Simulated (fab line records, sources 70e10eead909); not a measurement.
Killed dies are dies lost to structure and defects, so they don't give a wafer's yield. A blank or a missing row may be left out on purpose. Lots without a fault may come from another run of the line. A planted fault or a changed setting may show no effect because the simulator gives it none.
fab line records | flow nand_harc
record lots=11 wafers=33 last_day=33
route steps=1302 shown P_M0@263 END@1302
lots that met no fault: from a run of the same line without faults
start_h: hours from the record's first day to the start of the lot's first wafer shown | wait_h: hours since the lot's step before | " the same as in the row above | L1.1+2: a row that stands for several wafers | - no value, or no start given | * or withheld: withheld | < > ~ a bound
route shown NAME@n: a module of which the file shows steps, and the number in the route of the first | usual: mean/standard deviation of fault-free wafers | same: alike in all rows | chamber/n: place in a boat | sites: the reading at each site | _std_site: their standard deviation | _edge_site: outer sites' mean less inner sites' | radius_mm: how far each site lies from the wafer's centre | mask NAME#n: copy n | behind: the tool/chamber that last shaped the wafer | hold: why the lot was held/for how many hours/how that ended | device: the transistor (n, p or np) that didn't switch | end of line: the same wafers' tests at the end of the route | a step without rows: its recipe alone | killed: dies lost to structure and defects at the first sort, not the wafer's yield | map: a wafer's dies, x killed, . not, _ none there
set.NAME: the setting as run; set.NAME@STEP: as run at that earlier step | model.NAME: the simulator's own value behind a step, which no gauge read
steps of the route over a sample of lots; a table a step, a row a wafer
services: from which hour (start_h, from the record's first day; less than 0 if before it) a tool's chamber was out of use, for how many hours, and why
## steps
# step NHARC_P_M0_CD_MEAS_09
# recipe target_cd_nm=90 landing_energy_ev=500
# usual cd_nm=89.7/0.5
# columns lot.wafer tool chamber start_h wait_h cd_nm
L108.1 cd_sem-02 0 121.27 - 89.6
L108.4 " 0 " " 89.1
L108.5 " 0 " " 89.5
L110.2 cd_sem-03 0 141.71 - 90.0
L110.3 " 0 " " 89.9
L110.4 " 0 " " 90.2
L111.2 cd_sem-03 0 146.48 - 89.0
L111.5 " 0 " " 89.0
L111.6 " 0 " " 89.2
L112.1 cd_sem-03 0 157.81 - 90.3
L112.3 " 0 " " 89.8
L112.5 " 0 " " 89.8
L113.3 cd_sem-03 0 168.34 - 90.2
L113.5 " 0 " " 90.1
L113.6 " 0 " " 89.6
L123.3 cd_sem-01 0 274.73 - 89.8
L123.4 " 0 " " 89.2
L123.5 " 0 " " 90.4
L126.1 cd_sem-01 0 301.78 - 89.0
L126.2 " 0 " " 89.8
L126.5 " 0 " " 90.8
L127.3 cd_sem-01 0 317.77 - 89.7
L127.5 " 0 " " 89.7
L127.6 " 0 " " 89.6
L128.1 cd_sem-01 0 318.40 - 89.5
L128.4 " 0 " " 89.9
L128.5 " 0 " " 89.6
L129.2 cd_sem-03 0 335.05 - 88.8
L129.5 " 0 " " 89.6
L129.6 " 0 " " 89.7
L131.1 cd_sem-02 0 346.44 - 89.1
L131.4 " 0 " " 89.4
L131.5 " 0 " " 90.0
# step NHARC_P_M0_ETCH_15
# recipe target_depth_a=1500 overetch_a=150 time_s=82.5 c4f8_flow_sccm=withheld ar_flow_sccm=400 rf_w=600 bias_w=300 chemistry=C4F8/Ar
# usual oes_product_au=0.965/0.019 rf_vpp_V=438.9/2.3
# columns lot.wafer tool chamber start_h wait_h oes_product_au rf_hours_counter_h rf_vpp_V
L108.1 rie_diel-01 0 - - 0.966 13 438.3
L108.4 " 1 " " 0.968 12 436.1
L108.5 " 0 " " 0.965 - 437.7
L110.4 rie_diel-05 3 - - 0.973 30 438.2
L110.2 " 0 " " 0.953 31 440.1
L110.3 " 2 " " 0.961 32 440.8
L111.2 rie_diel-11 1 - - 0.956 18 440.1
L111.5 " 0 " " 0.941 - 441.4
L111.6 " 1 " " 0.954 - 439.3
L112.3 rie_diel-11 3 - - 0.984 19 436.4
L112.1 " 1 " " 0.962 20 439.7
L112.5 " 3 " " 0.988 - 436.6
L113.3 rie_diel-01 2 - - 0.975 19 443.0
L113.6 " 2 " " 0.961 - 441.3
L113.5 " 3 " " 0.981 - 438.4
L123.4 rie_diel-05 1 - - 0.959 9 438.7
L123.3 " 2 " " 0.946 11 443.0
L123.5 " 2 " " 0.937 - 440.4
L126.2 rie_diel-01 3 - - 0.983 18 437.7
L126.1 " 0 " " 0.973 13 437.5
L126.5 " 3 " " 0.985 - 439.2
L127.3 rie_diel-01 1 - - 0.976 16 435.2
L127.5 " 2 " " 0.960 - 441.9
L127.6 " 3 " " 0.972 - 438.1
L128.4 rie_diel-11 3 - - 0.976 13 445.7
L128.1 " 2 " " 0.972 17 437.4
L128.5 " 3 " " 0.984 - 445.4
L129.2 rie_diel-11 3 - - 0.958 23 444.8
L129.5 " 2 " " 0.990 - 437.1
L129.6 " 3 " " 0.956 - 445.1
L131.4 rie_diel-01 3 - - 0.983 25 438.7
L131.1 " 0 " " 0.986 20 436.6
L131.5 " 2 " " 0.964 - 440.3
# step NHARC_P_M0_STRIP_18
# recipe power_w=1000 n2_flow_sccm=150 h2_flow_sccm=150 ar_flow_sccm=0 bias_w=0 chemistry=N2/H2
# usual drypump_motor_current_A=5.7/0.54 n2_flow_sccm=149.9/0.42 oes_product_au=0.999/0.009 rf_vpp_V=90.3/0.92 showerhead_plenum_p_Torr=1.97/0.073 throttle_valve_pct=14.172/0.0091
# columns lot.wafer tool chamber start_h wait_h drypump_motor_current_A n2_flow_sccm oes_product_au rf_hours_counter_h rf_vpp_V showerhead_plenum_p_Torr throttle_valve_pct
L108.1 rie_diel-01 3 121.83 0.1 6.3 149.8 1.000 14 89.4 1.96 14.169
L108.4 " 0 " " 6.0 150.1 1.002 13 90.5 1.95 14.172
L108.5 " 0 " " 6.0 149.9 1.005 - 90.8 1.95 14.186
L110.4 rie_diel-05 2 142.27 0.1 6.2 150.4 0.984 32 90.9 2.10 14.169
L110.3 " 0 " " 6.7 149.3 0.991 31 88.3 1.94 14.169
L110.2 " 1 " " 5.3 149.5 0.981 31 90.1 1.97 14.163
L111.2 rie_diel-11 0 147.84 0.1 6.2 149.9 0.995 17 91.1 2.04 14.169
L111.5 " 2 " " 5.5 150.0 1.004 - 89.4 1.93 14.165
L111.6 " 3 " " 5.4 150.1 0.996 - 90.0 1.89 14.177
L112.3 rie_diel-11 0 158.37 0.1 6.3 150.3 0.995 20 90.3 2.04 14.165
L112.1 " 1 " " 5.8 149.6 0.996 21 90.8 2.00 14.160
L112.5 " 0 " " 6.3 150.3 1.002 - 91.3 2.04 14.169
L113.3 rie_diel-05 1 168.94 0.1 5.3 149.8 0.983 39 91.0 1.97 14.187
L113.5 " 3 " " 5.8 150.2 0.985 - 89.7 1.94 14.180
L113.6 " 0 " " 6.7 149.7 0.987 - 90.7 1.93 14.167
L123.4 rie_diel-01 3 275.35 0.1 6.3 149.1 1.000 13 90.7 1.96 14.176
L123.3 " 0 " " 6.0 149.3 0.998 10 90.5 1.94 14.162
L123.5 " 3 " " 6.3 149.7 0.993 - 90.4 1.96 14.175
L126.1 rie_diel-05 3 302.35 0.1 5.7 150.1 0.992 21 90.2 1.93 14.176
L126.2 " 2 " " 6.2 149.9 0.989 22 91.0 2.09 14.188
L126.5 " 0 " " 6.7 149.2 1.010 - 89.6 1.92 14.169
L127.3 rie_diel-01 0 318.37 0.1 6.0 149.6 0.986 16 89.1 1.94 14.179
L127.6 " 2 " " 4.9 150.0 1.008 - 92.2 2.06 14.159
L127.5 " 3 " " 6.3 149.8 1.006 - 90.8 1.95 14.189
L128.4 rie_diel-01 3 318.97 0.1 6.3 150.2 1.003 21 91.3 1.95 14.181
L128.1 " 0 " " 6.0 149.8 0.990 16 89.0 1.94 14.171
L128.5 " 3 " " 6.3 150.4 1.010 - 91.2 1.95 14.167
L129.2 rie_diel-01 0 335.66 0.1 6.0 150.3 1.003 19 90.7 1.94 14.191
L129.6 " 2 " " 4.9 149.3 1.004 - 91.6 2.06 14.179
L129.5 " 3 " " 6.3 150.0 1.005 - 90.8 1.95 14.169
L131.4 rie_diel-11 3 347.03 0.1 5.4 149.9 1.001 27 91.3 2.21 14.167
L131.1 " 0 " " 6.3 149.7 0.993 33 91.7 2.01 14.173
L131.5 " 3 " " 5.4 150.0 0.995 - 92.7 2.21 14.171
# step NHARC_P_M0_CMP_23
# recipe t_overpolish_s=20 target_thk_nm=117.54
# usual edge_zone_pressure_frac=0.999/0.005 motor_current_A=11.6/1.1 slurry_filter_dp_kPa=13.51/0.14 time_to_endpoint_s=27.3/2.7
# columns lot.wafer tool chamber start_h wait_h edge_zone_pressure_frac motor_current_A slurry_filter_dp_kPa time_to_endpoint_s
L108.4 cmp-01 1 123.56 - 0.993 11.5 13.43 25.0
L108.1 " 2 " " 1.000 10.7 13.48 29.7
L108.5 " 3 " " 1.002 10.8 13.40 27.0
L110.4 cmp-01 2 143.94 - 1.000 11.3 13.35 25.7
L110.3 " 3 " " 1.002 11.4 13.59 27.0
L110.2 " 0 " " 0.996 11.8 13.41 27.3
L111.2 cmp-02 3 149.47 - 1.001 13.4 13.43 29.1
L111.6 " 1 " " 0.995 10.1 13.57 27.4
L111.5 " 2 " " 0.993 12.2 13.51 25.8
L112.1 cmp-01 1 159.99 - 1.001 12.2 13.43 29.1
L112.3 " 0 " " 0.997 12.4 13.45 30.6
L112.5 " 1 " " 1.001 11.7 13.55 27.0
L113.3 cmp-03 3 170.64 - 0.997 11.6 13.62 22.8
L113.5 " 0 " " 1.006 11.9 13.38 23.0
L113.6 " 1 " " 0.998 9.7 13.59 24.9
L123.3 cmp-01 1 276.99 - 1.000 11.5 13.36 26.4
L123.4 " 3 " " 0.999 11.5 13.55 30.7
L123.5 " 2 " " 1.003 10.2 13.44 37.0
L126.1 cmp-03 0 304.02 - 1.000 13.0 13.55 30.5
L126.2 " 1 " " 0.994 9.9 13.60 30.8
L126.5 " 1 " " 0.997 9.8 13.58 30.1
L127.3 cmp-03 1 319.98 - 0.996 9.7 13.47 31.7
L127.6 " 0 " " 0.999 12.1 13.67 30.8
L127.5 " 1 " " 1.005 9.9 13.53 29.2
L128.1 cmp-02 2 320.66 - 1.002 12.1 13.65 22.7
L128.4 " 0 " " 1.002 11.3 13.52 23.3
L128.5 " 1 " " 0.997 10.4 13.61 23.0
L129.2 cmp-02 2 337.32 - 0.989 12.1 13.50 20.4
L129.5 " 3 " " 0.997 12.8 13.50 28.2
L129.6 " 0 " " 1.006 11.2 13.63 25.7
L131.1 cmp-02 3 348.66 - 1.011 13.5 13.45 27.2
L131.4 " 2 " " 0.999 11.9 13.51 21.9
L131.5 " 3 " " 1.006 13.0 13.26 28.1
# step NHARC_P_M0_THK_MEAS_24
# recipe thk_meas_gauge=xrf
# usual thk_nm=117.2/1.3
# columns lot.wafer tool chamber start_h wait_h thk_nm
L108.1 film_metro-02 - 123.81 - 116.9
L108.4 " - " " 118.3
L108.5 " - " " 117.6
L110.2 film_metro-02 - 144.23 - 116.5
L110.3 " - " " 117.3
L110.4 " - " " 116.0
L111.2 film_metro-01 - 149.72 - 116.6
L111.5 " - " " 117.0
L111.6 " - " " 117.0
L112.1 film_metro-02 - 160.31 - 115.0
L112.3 " - " " 118.7
L112.5 " - " " 117.4
L113.3 film_metro-02 - 170.87 - 116.3
L113.5 " - " " 118.2
L113.6 " - " " 115.7
L123.3 film_metro-02 - 277.31 - 116.7
L123.4 " - " " 117.1
L123.5 " - " " 123.4
L126.1 film_metro-01 - 304.34 - 117.5
L126.2 " - " " 117.8
L126.5 " - " " 118.3
L127.3 film_metro-02 - 320.27 - 118.0
L127.5 " - " " 119.1
L127.6 " - " " 117.9
L128.1 film_metro-02 - 320.94 - 115.3
L128.4 " - " " 116.5
L128.5 " - " " 116.5
L129.2 film_metro-02 - 337.55 - 118.6
L129.5 " - " " 115.6
L129.6 " - " " 117.5
L131.1 film_metro-02 - 348.97 - 117.4
L131.4 " - " " 114.9
L131.5 " - " " 116.9
# step NHARC_P_M0_INSPECT_27
# usual raw_defect_count=295/120
# columns lot.wafer tool chamber start_h wait_h raw_defect_count
L108.1 defect_inspect-01 - 123.97 0.0 260
L108.4 " - " " 417
L108.5 " - " " 366
L110.2 defect_inspect-02 - 144.38 0.0 412
L110.3 " - " " 402
L110.4 " - " " 644
L111.2 defect_inspect-01 - 149.88 0.0 261
L111.5 " - " " 284
L111.6 " - " " 462
L112.1 defect_inspect-02 - 160.46 0.0 258
L112.3 " - " " 210
L112.5 " - " " 171
L113.3 defect_inspect-02 - 171.03 0.0 319
L113.5 " - " " 467
L113.6 " - " " 482
L123.3 defect_inspect-01 - 277.47 0.0 226
L123.4 " - " " 169
L123.5 " - " " 2317
L126.1 defect_inspect-01 - 304.50 0.0 608
L126.2 " - " " 405
L126.5 " - " " 223
L127.3 defect_inspect-02 - 320.43 0.0 309
L127.5 " - " " 190
L127.6 " - " " 253
L128.1 defect_inspect-01 - 321.13 0.0 193
L128.4 " - " " 296
L128.5 " - " " 360
L129.2 defect_inspect-02 - 337.71 0.0 204
L129.5 " - " " 468
L129.6 " - " " 224
L131.1 defect_inspect-01 - 349.13 0.0 244
L131.4 " - " " 220
L131.5 " - " " 239
# step NHARC_END_SORT_01
# recipe temp_c=25
# usual defect_limited_yield=90.2/2.3 killed_at_array=62/15 killed_at_other=0.8/1 killed_at_periphery=3.7/2.6 killed_dies=66/15 killed_open=3.1/1.8 killed_short=2.6/1.7
# same gross_dies=677
# columns lot.wafer tool chamber start_h wait_h defect_limited_yield[%] killed_at_array killed_at_other killed_at_periphery killed_dies killed_open killed_short
L123.3 prober-01 0 715.44 3.1 94.1 36 3 1 40 0 1
L123.4 prober-01 0 716.24 3.4 90.5 59 4 1 64 0 3
L123.5 prober-01 0 717.03 3.7 0 43 3 631 677 4 3
# killed by level:class
L123.3 A_CHANNEL_HOLE_D1:chamber_film_flake=23 A_STAIRCASE:chamber_film_flake=3 A_SLIT:chamber_film_flake=3 A_CONTACT:chamber_film_flake=3 THIN_TSV:chamber_film_flake=3 A_WL_FILL:geometric_particle:short=1 P_GATE:chamber_film_flake=1 A_ZERO_WELL:chamber_film_flake=1
L123.4 A_CHANNEL_HOLE_D1:chamber_film_flake=37 A_CHANNEL_FILL_D2:chamber_film_flake=5 A_BLC:chamber_film_flake=4 THIN_TSV:chamber_film_flake=4 A_STAIRCASE:chamber_film_flake=3 A_CONTACT:chamber_film_flake=3 A_WL_FILL:geometric_particle:short=2 A_SLIT:chamber_film_flake=2
L123.5 P_M0:area_cmp=628 A_CHANNEL_HOLE_D1:chamber_film_flake=23 A_STAIRCASE:chamber_film_flake=7 A_SLIT:chamber_film_flake=3 THIN_TSV:chamber_film_flake=3 A_DECK1_JOINT:chamber_film_flake=2 P_ZERO_WELL:geometric_particle:open=1 A_ONON_D1:geometric_particle:open=1
## services
# columns tool chamber start_h hours kind
rie_diel-11 - 99.96 0.5 repair
rie_diel-05 - 103.48 0.1 repair
rie_diel-11 2 109.90 2.3 repair
rie_diel-11 2 118.34 20.8 repair
rie_diel-05 - 132.53 0.2 repair
cmp-02 - 134.50 4.0 pm
cmp-02 - 150.57 1.8 repair
cmp-02 - 163.26 11.0 repair
rie_diel-05 0 174.01 4.1 repair
rie_diel-11 0 185.33 2.5 repair
cmp-01 - 185.50 4.0 pm
rie_diel-05 0 185.82 1.2 repair
rie_diel-01 - 203.80 9.0 pm
rie_diel-05 - 229.66 9.0 pm
cmp-02 - 232.50 4.0 pm
rie_diel-01 1 234.14 4.8 repair
rie_diel-11 - 256.46 9.0 pm
rie_diel-01 0 261.34 3.7 repair
rie_diel-05 3 264.60 8.2 repair
rie_diel-11 - 271.26 0.4 repair
cmp-01 - 283.50 4.0 pm
rie_diel-05 - 296.14 1.3 repair
rie_diel-11 3 300.84 11.5 repair
rie_diel-05 - 313.51 12.1 repair
## key
first_sign step=NHARC_P_M0_CMP_23 reading=time_to_endpoint_s direction=up sigmas=3.6 usual=* struck=*
effect step=NHARC_P_M0_THK_MEAS_24 reading=thk_nm direction=up sigmas=4.9 usual=117.2 struck=123.4
effect step=NHARC_P_M0_INSPECT_27 reading=raw_defect_count direction=up sigmas=17 usual=295 struck=2317
effect step=NHARC_END_SORT_01 reading=killed_at_periphery direction=up sigmas=99+ usual=3.7 struck=631
more_kills_born_at NHARC_P_M0_CMP_23@cmp-01=628
met_at NHARC_P_M0_CMP_23
struck_lots L123
struck_wafers L123.5
later_rows_left_out L123.5
not_acting_at NHARC_P_M0_CD_MEAS_09,NHARC_P_M0_ETCH_15,NHARC_P_M0_STRIP_18
onset_between 159.99 276.99
fault kind=process_parameter_drift tool=cmp-01 chamber=- onset_h=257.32 steps=NHARC_P_M0_CMP_23 channel=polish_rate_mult offset=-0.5 shape=step end_h=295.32 scope=struck_wafers_only
# later_rows_left_out: the simulator's readings of these wafers behind a module that went badly wrong aren't trusted and aren't shown, but for the sort
